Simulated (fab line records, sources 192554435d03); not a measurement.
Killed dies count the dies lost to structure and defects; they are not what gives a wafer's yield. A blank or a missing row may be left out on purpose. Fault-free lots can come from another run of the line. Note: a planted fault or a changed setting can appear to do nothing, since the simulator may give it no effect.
A struck lot beside a sound one ; flow n5 finfet ; 19 out of 1938 route steps
Sound: these wafers, L270.2, L270.3, L270.6. Wafers L272.1, L272.2, L272.5 were the ones struck. Last of all comes the cause.
For every step that has rows: the tool of each side, followed by ch and its chambers, followed by its first start. Under that, the readings that differ: sound wafers ; struck wafers ; difference of the means ; sigmas: that difference in standard deviations of wafers without a fault.
alike: readings whose means differ by less than 2 such deviations, and words and numbers that are the same on both sides. not compared: withheld readings, readings that some wafer has no value for, bounds like >300 that may hide the same value, and numbers for which the record gives no deviation and whose values overlap.
Wherever a step has rows on one side only, a row that says differs or no value, or a row with sigmas, the two part there. When numbers do not overlap yet have no deviation, they are printed without sigmas and do not part them. A reading missing from all wafers of one side parts the sides only when that side holds two or more wafers.

first, 7 steps without rows for these wafers: N5_BEOL_M10_COAT_60 (time 60 s, resist thk 30 nm); N5_BEOL_M10_COAT_05 (resist thk 90 nm); N5_BEOL_M10_EBR_07; N5_BEOL_M10_SOFTBAKE_06 (time 60 s); N5_BEOL_M10_EXPOSE_08 (exposes mask M10); N5_BEOL_M10_PEB_09 (peb time 60 s); N5_BEOL_M10_DEVELOP_10 (develop time 30 s).
N5_BEOL_M10_CD_MEAS_11: the cd target is 64.1 nm.
  sound on cd sem-03 ch 0, day 13 19:59; struck on cd sem-01 ch 0, day 14 11:55
  alike: cd nm
N5_BEOL_M10_OVL_MEAS_12:
  sound on overlay-02 ch 0, day 13 20:00; struck on overlay-01 ch 0, day 14 11:56
  alike: M10_OVL
N5_BEOL_M10_INSPECT_13: inspects for defects (brightfield).
  sound on defect inspect-01 at day 13 20:02; struck on defect inspect-02 at day 14 11:58
  alike: raw defect count
N5_BEOL_M10_DESCUM_16: chemistry O2, time 7.9 s.
  sound on rie diel-04 ch 0,2, day 13 20:24; struck on rie diel-02 ch 0,2,3, day 14 11:59
  alike: drypump motor current A, oes product au, rf vpp V, showerhead plenum p Torr, throttle valve pct
  not compared: rf hours counter h
N5_BEOL_M10_ETCH_61: etches SiARC in CF4, target depth 39 nm, time 65 s.
  sound on rie diel-04 ch 0,2, day 13 20:26; struck on rie diel-02 ch 0,2,3, day 14 12:02
  alike: bias w, cf4 flow sccm, drypump motor current A, etch rf on time s, oes product au, rf vpp V, showerhead plenum p Torr, throttle valve pct
  not compared: rf hours counter h
N5_BEOL_M10_ETCH_62: etches SOC in N2/H2, target depth 110 nm, overetch 22 nm, time 165 s.
  sound on rie diel-04 ch 0,2, day 13 20:29; struck on rie diel-02 ch 0,2,3, day 14 12:05
  no value came back on the struck wafers for any of 8 readings (bias w (W), chamber pressure mTorr (mTorr) and others); on the sound wafers bias w (W) reads 149.8 149.8 150.4
reading;sound;struck;difference;sigmas
model.CAR-ArF_of_BEOL_M10_COAT_05.thk nm (nm);0 0 0;55.6 55.8 55.8;+55.7;
model.SiARC_of_BEOL_M10_COAT_60.thk nm (nm);23.4 23.4 23.6;30 30 30;+7;
  not compared: rf hours counter h
then, 1 step without rows for these wafers: N5_BEOL_M10_STRIP_68 (strips in N2/H2).
N5_BEOL_M10_STRIP_67: strips in CF4.
  sound on rie diel-04 ch 0,2, day 13 20:38; struck on rie diel-02 ch 0,2,3, day 14 12:14
  alike: drypump motor current A, oes product au, rf vpp V, showerhead plenum p Torr, throttle valve pct
  not compared: rf hours counter h
N5_BEOL_M10_HM_OPEN_17: chemistry Cl2/BCl3, target TiN, target depth 20 nm, overetch 6 nm.
  sound on rie metal-03 ch 0,1, day 13 20:40; struck on rie metal-03 ch 0,1, day 14 12:16
reading;sound;struck;difference;sigmas
oes product au (a.u.);0.73 0.69 0.73;0.31 0.30 0.32;-0.41;-7
throttle valve pct (%);22.26 22.04 22.27;22.93 22.70 22.93;+0.66;+5
  alike: drypump motor current A
  not compared: rf hours counter h
N5_BEOL_M10_STRIP_19: strips in O2.
  sound on rie diel-02 ch 2,3, day 13 20:49; struck on rie diel-01 ch 0,1, day 14 12:23
  alike: drypump motor current A, oes product au, rf vpp V, showerhead plenum p Torr, throttle valve pct
  not compared: rf hours counter h
N5_BEOL_M10_CD_MEAS_18: pitch 140 nm, target cd 70 nm.
  sound on cd sem-02 at day 13 20:53; struck on cd sem-03 at day 14 12:27
reading;sound;struck;difference;sigmas
cd nm (nm);70.3 69.7 69.1;- - -;no value on the struck wafers;
then, 1 step without rows for these wafers: N5_BEOL_M10_COAT_63 (time 60 s, resist thk 100 nm).

WHERE THEY PART
First at N5_BEOL_M10_ETCH_62; last, within this record, at N5_BEOL_M10_CD_MEAS_18.

WHY: what the simulator had put in
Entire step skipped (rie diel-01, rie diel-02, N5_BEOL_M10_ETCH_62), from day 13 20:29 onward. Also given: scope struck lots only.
